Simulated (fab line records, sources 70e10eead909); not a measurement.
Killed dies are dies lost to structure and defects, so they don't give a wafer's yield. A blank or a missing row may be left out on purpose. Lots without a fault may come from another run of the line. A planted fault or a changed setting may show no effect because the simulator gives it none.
One fault seen from 2 desks | flow nand_harc | each desk has only its own numbers; what lay behind them comes last

THE TOOL OWNER'S DESK: arfi_scanner-03
The tool's own readings at NHARC_A_CHANNEL_HOLE_D1_EXPOSE_07 (exposes mask HOLE D1, target cd 100 nm): means of the sampled wafers that have a number, for each lot that ran on this tool. A lot is out of limits, marked OUT, if its mean lies more than 4 standard deviations from the usual mean; the brackets give that distance.
Columns: A = exposure_dose_mJ_cm2 at NHARC_A_CHANNEL_HOLE_D1_EXPOSE_07, usual 59.63
lot  | first seen here | A
L187 | day 9 17:31     | 59.64
L190 | day 10 14:34    | 59.70
L193 | day 11 17:27    | 59.70
L194 | day 12 10:49    | 59.69
L196 | day 12 22:40    | 62.96 (+56) OUT
L202 | day 15 11:28    | 62.40 (+47) OUT
This desk's finding: out of limits on L196, L202; first on L196, day 12 22:40 (exposure_dose_mJ_cm2 at NHARC_A_CHANNEL_HOLE_D1_EXPOSE_07). In limits: L187, L190, L193, L194.

THE METROLOGY DESK
What the gauges read, lot by lot, whatever tool the lot ran on: means of the sampled wafers that have a number. A lot is out of limits, marked OUT, if its mean lies more than 4 standard deviations from the usual mean; the brackets give that distance.
Columns: A = thk_nm at NHARC_A_ONON_D1_THK_MEAS_14, usual 998 nm; B = cd_nm at NHARC_A_CHANNEL_HOLE_D1_CD_MEAS_10, usual 100.1 nm
lot  | first seen here | A    | B
L185 | day 7 21:37     | 970  | 100.2
L187 | day 9 01:29     | 1003 | 100.2
L190 | day 9 22:38     | 999  | 100.1
L193 | day 10 22:22    | 991  | 99.8
L192 | day 10 22:22    | 988  | 100.0
L194 | day 11 14:40    | 985  | 100.4
L196 | day 12 09:01    | 1001 | 102.4 (+5.2) OUT
L202 | day 14 21:57    | 993  | 102.3 (+5.0) OUT
L205 | day 16 00:54    | 1009 | 99.7
L206 | day 16 22:48    | 1007 | 100.4
L207 | day 17 02:41    | 991  | 100.0
This desk's finding: out of limits on L196, L202; first on L196, day 12 22:48 (cd_nm at NHARC_A_CHANNEL_HOLE_D1_CD_MEAS_10). In limits: L185, L187, L190, L193, L192, L194, L205, L206, L207.

PUT TOGETHER
The tool owner's desk could have raised an alarm at day 12 22:40, on L196, L202.
The metrology desk could have raised an alarm at day 12 22:48, on L196, L202.
Of the lots named, all ran NHARC_A_CHANNEL_HOLE_D1_EXPOSE_07 on arfi_scanner-03.

WHAT THE SIMULATOR HAD PUT IN
Process parameter drift: arfi_scanner-03, from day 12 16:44 on, at NHARC_A_CHANNEL_HOLE_D1_EXPOSE_07. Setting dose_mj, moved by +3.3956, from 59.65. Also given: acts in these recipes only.
Lots struck among those shown: L196, L202.
Hours from the fault's start to each desk's first reading out of limits: the tool owner's desk, 6; the metrology desk, 6.
